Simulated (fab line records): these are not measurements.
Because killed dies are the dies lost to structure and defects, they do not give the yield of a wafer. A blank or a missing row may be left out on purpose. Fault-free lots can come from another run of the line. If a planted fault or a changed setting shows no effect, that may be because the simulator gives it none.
Lot-split experiment / flow n5Finfet / on a route of 1938 steps: 7 lots, 21 wafers read

SPLIT DETAILS
At N5_BEOL_M5_COAT_66 (time 60 s, resist thk 12 nm), the setting spinRpm was moved away from the recipe's 1500 rpm on 10 of the 21 wafers read, by -9.4% to +6.6%. This setting was run at the recipe's value on the other wafers.

The split's own step is where the reading is taken.

THE READING
SiARC_of_BEOL_M5_COAT_66.thkNm (the simulator's own value, which no gauge read), in nm, at N5_BEOL_M5_COAT_66 (time 60 s, resist thk 12 nm). The file does not state a usual value for it.

wafer=L078.1; tool, chamber at the split=lithoTrack-02, 0; spinRpm as run, rpm=1550; against the recipe=+3.3%; SiARC_of_BEOL_M5_COAT_66.thkNm, nm=11.8; against lot-mates on the recipe=-0.2
wafer=L078.6; tool, chamber at the split=lithoTrack-02, 0; spinRpm as run, rpm=1550; against the recipe=+3.3%; SiARC_of_BEOL_M5_COAT_66.thkNm, nm=11.8; against lot-mates on the recipe=-0.2
wafer=L078.2; tool, chamber at the split=lithoTrack-02, 0; spinRpm as run, rpm=1500; against the recipe=recipe; SiARC_of_BEOL_M5_COAT_66.thkNm, nm=12; against lot-mates on the recipe=-
wafer=L080.1; tool, chamber at the split=lithoTrack-02, 0; spinRpm as run, rpm=1500; against the recipe=recipe; SiARC_of_BEOL_M5_COAT_66.thkNm, nm=12; against lot-mates on the recipe=-
wafer=L080.2; tool, chamber at the split=lithoTrack-02, 0; spinRpm as run, rpm=1392; against the recipe=-7.2%; SiARC_of_BEOL_M5_COAT_66.thkNm, nm=12.4; against lot-mates on the recipe=+0.4
wafer=L080.6; tool, chamber at the split=lithoTrack-02, 0; spinRpm as run, rpm=1392; against the recipe=-7.2%; SiARC_of_BEOL_M5_COAT_66.thkNm, nm=12.4; against lot-mates on the recipe=+0.4
wafer=L092.1; tool, chamber at the split=lithoTrack-01, 0; spinRpm as run, rpm=1500; against the recipe=recipe; SiARC_of_BEOL_M5_COAT_66.thkNm, nm=12; against lot-mates on the recipe=-
wafer=L092.3; tool, chamber at the split=lithoTrack-01, 0; spinRpm as run, rpm=1500; against the recipe=recipe; SiARC_of_BEOL_M5_COAT_66.thkNm, nm=12; against lot-mates on the recipe=-
wafer=L092.4; tool, chamber at the split=lithoTrack-01, 0; spinRpm as run, rpm=1500; against the recipe=recipe; SiARC_of_BEOL_M5_COAT_66.thkNm, nm=12; against lot-mates on the recipe=-
wafer=L093.2; tool, chamber at the split=lithoTrack-05, 0; spinRpm as run, rpm=1500; against the recipe=recipe; SiARC_of_BEOL_M5_COAT_66.thkNm, nm=12; against lot-mates on the recipe=-
wafer=L093.5; tool, chamber at the split=lithoTrack-05, 0; spinRpm as run, rpm=1599; against the recipe=+6.6%; SiARC_of_BEOL_M5_COAT_66.thkNm, nm=11.6; against lot-mates on the recipe=-0.4
wafer=L093.6; tool, chamber at the split=lithoTrack-05, 0; spinRpm as run, rpm=1599; against the recipe=+6.6%; SiARC_of_BEOL_M5_COAT_66.thkNm, nm=11.6; against lot-mates on the recipe=-0.4
wafer=L094.3; tool, chamber at the split=lithoTrack-01, 0; spinRpm as run, rpm=1500; against the recipe=recipe; SiARC_of_BEOL_M5_COAT_66.thkNm, nm=12; against lot-mates on the recipe=-
wafer=L094.4; tool, chamber at the split=lithoTrack-01, 0; spinRpm as run, rpm=1579; against the recipe=+5.3%; SiARC_of_BEOL_M5_COAT_66.thkNm, nm=11.8; against lot-mates on the recipe=-0.2
wafer=L094.5; tool, chamber at the split=lithoTrack-01, 0; spinRpm as run, rpm=1579; against the recipe=+5.3%; SiARC_of_BEOL_M5_COAT_66.thkNm, nm=11.6; against lot-mates on the recipe=-0.4
wafer=L096.1; tool, chamber at the split=lithoTrack-01, 0; spinRpm as run, rpm=1500; against the recipe=recipe; SiARC_of_BEOL_M5_COAT_66.thkNm, nm=12; against lot-mates on the recipe=-
wafer=L096.5; tool, chamber at the split=lithoTrack-01, 0; spinRpm as run, rpm=1500; against the recipe=recipe; SiARC_of_BEOL_M5_COAT_66.thkNm, nm=12; against lot-mates on the recipe=-
wafer=L096.6; tool, chamber at the split=lithoTrack-01, 0; spinRpm as run, rpm=1500; against the recipe=recipe; SiARC_of_BEOL_M5_COAT_66.thkNm, nm=12; against lot-mates on the recipe=-
wafer=L097.2; tool, chamber at the split=lithoTrack-02, 0; spinRpm as run, rpm=1359; against the recipe=-9.4%; SiARC_of_BEOL_M5_COAT_66.thkNm, nm=12.6; against lot-mates on the recipe=+0.6
wafer=L097.5; tool, chamber at the split=lithoTrack-02, 0; spinRpm as run, rpm=1359; against the recipe=-9.4%; SiARC_of_BEOL_M5_COAT_66.thkNm, nm=12.6; against lot-mates on the recipe=+0.6
wafer=L097.4; tool, chamber at the split=lithoTrack-02, 0; spinRpm as run, rpm=1500; against the recipe=recipe; SiARC_of_BEOL_M5_COAT_66.thkNm, nm=12; against lot-mates on the recipe=-

THE FIT
A straight line over all 21 wafers: SiARC_of_BEOL_M5_COAT_66.thkNm changes by -0.0602 nm for each +1% of spinRpm; r = -0.99; the points scatter about the line by 0.036 nm.
The same after taking each lot's own level away (the mean of its wafers on the recipe; 21 wafers): -0.0602 nm for each +1%; r = -0.99; scatter 0.036 nm.
According to that fit, moving spinRpm by its largest amount changes the reading by 0.57 nm.
The lots' own levels span 12.00 to 12.00 nm.
So the lot-to-lot level changes the slope little: the two slopes agree.
Check: with one of the wafers moved furthest among these (-9.4%) left out of the fit, the line predicts +0.557 nm for it against its lot-mates. It came out at +0.6 nm against them.

OTHER SPLITS APPLIED TO THESE WAFERS
Note: prior to the reading, these wafers also went through further splits. Each is held against what the fit with the lots' levels taken away leaves over:
other split on the same wafers=N5_MOL_CONTACT_COAG_VIA_ETCH_46 biasW; wafers away from the commonest value=9; r with SiARC_of_BEOL_M5_COAT_66.thkNm (lot level and that fit taken away)=-0.11
other split on the same wafers=N5_BEOL_M0_SAQP_SPACER1_ALD_98 tempC; wafers away from the commonest value=7; r with SiARC_of_BEOL_M5_COAT_66.thkNm (lot level and that fit taken away)=-0.21
other split on the same wafers=N5_BEOL_M0_SAQP_ETCH_107 sourceW; wafers away from the commonest value=8; r with SiARC_of_BEOL_M5_COAT_66.thkNm (lot level and that fit taken away)=+0.28
other split on the same wafers=N5_BEOL_M1_COAT_61 spinRpm; wafers away from the commonest value=6; r with SiARC_of_BEOL_M5_COAT_66.thkNm (lot level and that fit taken away)=-0.18
other split on the same wafers=N5_BEOL_M3_COAT_22 spinRpm; wafers away from the commonest value=4; r with SiARC_of_BEOL_M5_COAT_66.thkNm (lot level and that fit taken away)=-0.19
other split on the same wafers=N5_BEOL_M3_EXPOSE_25 doseMj; wafers away from the commonest value=6; r with SiARC_of_BEOL_M5_COAT_66.thkNm (lot level and that fit taken away)=+0.26
other split on the same wafers=N5_BEOL_M4_COAT_22 spinRpm; wafers away from the commonest value=4; r with SiARC_of_BEOL_M5_COAT_66.thkNm (lot level and that fit taken away)=-0.27
other split on the same wafers=N5_BEOL_M4_DESCUM_33 timeS; wafers away from the commonest value=5; r with SiARC_of_BEOL_M5_COAT_66.thkNm (lot level and that fit taken away)=+0.43
other split on the same wafers=N5_BEOL_M4_ETCH_69 cf4FlowSccm; wafers away from the commonest value=7; r with SiARC_of_BEOL_M5_COAT_66.thkNm (lot level and that fit taken away)=-0.17

FILE'S OWN FIT
SiARC_of_BEOL_M5_COAT_66.thkNm changes by -0.0602 nm for each +1% of spinRpm, r = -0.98.
